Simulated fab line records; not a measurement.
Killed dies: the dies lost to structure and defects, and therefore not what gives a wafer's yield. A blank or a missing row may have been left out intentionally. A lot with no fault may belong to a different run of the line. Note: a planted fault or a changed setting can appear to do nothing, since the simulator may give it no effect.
Matching of chambers + flow n5Finfet + N5_STI_FIN_REVEAL_ALD_00 on aldSin-01 has 4 sister chambers
The step deposits SiO2, target thk 1 nm, pulse time 1 s. 14 wafers are shown with their chamber, then 7 later ones without.

## WAFERS PAIRED WITH THEIR CHAMBERS
| wafer  | chamber | heaterPowerW (W) | precursorPulseHeightRel |
|--------|---------|------------------|-------------------------|
| L075.2 | 0       | 534              | 1.012                   |
| L075.4 | 1       | 494              | 0.969                   |
| L075.6 | 3       | 452              | 1.016                   |
| L078.2 | 2       | 437              | 1.010                   |
| L078.4 | 0       | 531              | 0.995                   |
| L078.5 | 1       | 488              | 1.013                   |
| L083.1 | 3       | 450              | 1.020                   |
| L083.5 | 1       | 495              | 0.986                   |
| L083.6 | 0       | 537              | 0.988                   |
| L089.1 | 0       | 521              | 1.002                   |
| L089.3 | 2       | 447              | 0.991                   |
| L089.4 | 3       | 423              | 0.955                   |
| L091.3 | 2       | 462              | 0.970                   |
| L091.5 | 1       | 485              | 0.983                   |

SIGNATURES (averages over the wafers above)
| reading                 | chamber 0 | chamber 1 | chamber 2 | chamber 3 | scatter within a chamber |
|-------------------------|-----------|-----------|-----------|-----------|--------------------------|
| heaterPowerW            | 530.75    | 490.50    | 448.67    | 441.67    | 10.3                     |
| precursorPulseHeightRel | 0.99925   | 0.98775   | 0.99033   | 0.99700   | 0.0219                   |
Rule: for a wafer and a chamber, the distance is found by dividing, reading by reading, the gap between the wafer's reading and the chamber's mean by the reading's scatter, squaring, summing and taking the root. If the next closest chamber is less than 2 further off than the closest, the wafer can't be placed; otherwise it belongs to the closest. How the scatter is found: for the shown wafers, subtract from each reading the mean of its chamber, square and add these, divide the total by (wafers less chambers), then take the root.

## WAFERS WITH NO CHAMBER GIVEN
| wafer  | heaterPowerW (W) | precursorPulseHeightRel |
|--------|------------------|-------------------------|
| L091.6 | 534              | 1.027                   |
| L094.1 | 438              | 0.990                   |
| L094.5 | 465              | 1.016                   |
| L094.6 | 488              | 1.032                   |
| L096.1 | 447              | 0.989                   |
| L096.3 | 472              | 1.025                   |
| L096.5 | 459              | 0.981                   |

## THE CHAMBER EACH PASSED THROUGH
| wafer  | from the rows above          | in truth |
|--------|------------------------------|----------|
| L091.6 | 0                            | 0        |
| L094.1 | can't be placed: 3 or 2      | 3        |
| L094.5 | can't be placed: 2 or 3 or 1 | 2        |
| L094.6 | 1                            | 1        |
| L096.1 | can't be placed: 2 or 3      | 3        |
| L096.3 | can't be placed: 1 or 2 or 3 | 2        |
| L096.5 | can't be placed: 2 or 3 or 1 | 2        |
2 of 7 placed correctly. From these rows, 5 cannot be placed; in 5 the true chamber is one of the candidates. Wrongly placed: 0.
